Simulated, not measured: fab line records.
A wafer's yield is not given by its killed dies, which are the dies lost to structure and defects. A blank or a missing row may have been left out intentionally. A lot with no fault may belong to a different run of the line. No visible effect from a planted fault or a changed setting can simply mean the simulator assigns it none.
Matching of chambers | flow n5-finfet | rie-diel-01 running N5_HKMG_FIN_ETCH_35: 4 sister chambers
The step etches SOC in N2/H2, target depth 215.8 nm, time 243.4 s. 16 wafers are shown with their chamber, then 8 later ones without.

## EACH WAFER AND ITS CHAMBER
wafer  | chamber | showerhead-plenum-p-Torr (Torr) | throttle-valve-pct (%) | oes-product-au (a.u.)
L080.3 | 3       | 2.64                            | 17.98                  | 0.72
L080.4 | 0       | 2.48                            | 17.52                  | 0.95
L080.6 | 2       | 2.57                            | 17.54                  | 0.90
L081.3 | 3       | 2.64                            | 17.97                  | 0.71
L081.4 | 1       | 2.55                            | 17.88                  | 0.76
L081.6 | 1       | 2.55                            | 17.88                  | 0.76
L084.2 | 2       | 2.57                            | 17.54                  | 0.87
L084.3 | 1       | 2.54                            | 17.88                  | 0.75
L084.4 | 0       | 2.47                            | 17.52                  | 0.91
L085.1 | 2       | 2.57                            | 17.57                  | 0.88
L085.4 | 1       | 2.54                            | 17.90                  | 0.75
L085.5 | 0       | 2.47                            | 17.52                  | 0.91
L086.1 | 3       | 2.64                            | 18.00                  | 0.71
L086.2 | 0       | 2.47                            | 17.52                  | 0.91
L086.6 | 0       | 2.47                            | 17.52                  | 0.91
L088.2 | 1       | 2.54                            | 17.89                  | 0.74

SIGNATURES, as means of the wafers listed above
reading                  | chamber 0 | chamber 1 | chamber 2 | chamber 3 | scatter within a chamber
showerhead-plenum-p-Torr | 2.4720    | 2.5440    | 2.5700    | 2.6400    | 0.00408
throttle-valve-pct       | 17.5200   | 17.8860   | 17.5500   | 17.9833   | 0.0107
oes-product-au           | 0.9180    | 0.7520    | 0.8833    | 0.7133    | 0.0132
Rule: a wafer's distance from a chamber is the root of the sum, over the readings, of the square of ((its reading less the chamber's mean) divided by the reading's scatter). The wafer belongs to the nearest chamber; if the next one is less than 2 further off, it can't be placed. How the scatter is found: for the shown wafers, subtract from each reading the mean of its chamber, square and add these, divide the total by (wafers less chambers), then take the root.

## WAFERS WHOSE CHAMBER IS MISSING
wafer  | showerhead-plenum-p-Torr (Torr) | throttle-valve-pct (%) | oes-product-au (a.u.)
L088.5 | 2.54                            | 17.90                  | 0.75
L088.6 | 2.57                            | 17.56                  | 0.87
L091.2 | 2.56                            | 17.59                  | 0.85
L091.4 | 2.63                            | 18.02                  | 0.71
L091.6 | 2.54                            | 17.93                  | 0.73
L092.2 | 2.46                            | 17.55                  | 0.88
L092.4 | 2.56                            | 17.60                  | 0.84
L092.6 | 2.56                            | 17.59                  | 0.85

## EACH ONE'S CHAMBER
wafer  | from the rows above | in truth
L088.5 | 1                   | 1
L088.6 | 2                   | 2
L091.2 | 2                   | 2
L091.4 | 3                   | 3
L091.6 | 1                   | 1
L092.2 | 0                   | 0
L092.4 | 2                   | 2
L092.6 | 2                   | 2
8 of 8 placed correctly. Can't be placed from these rows: 0. 0 placed wrongly.
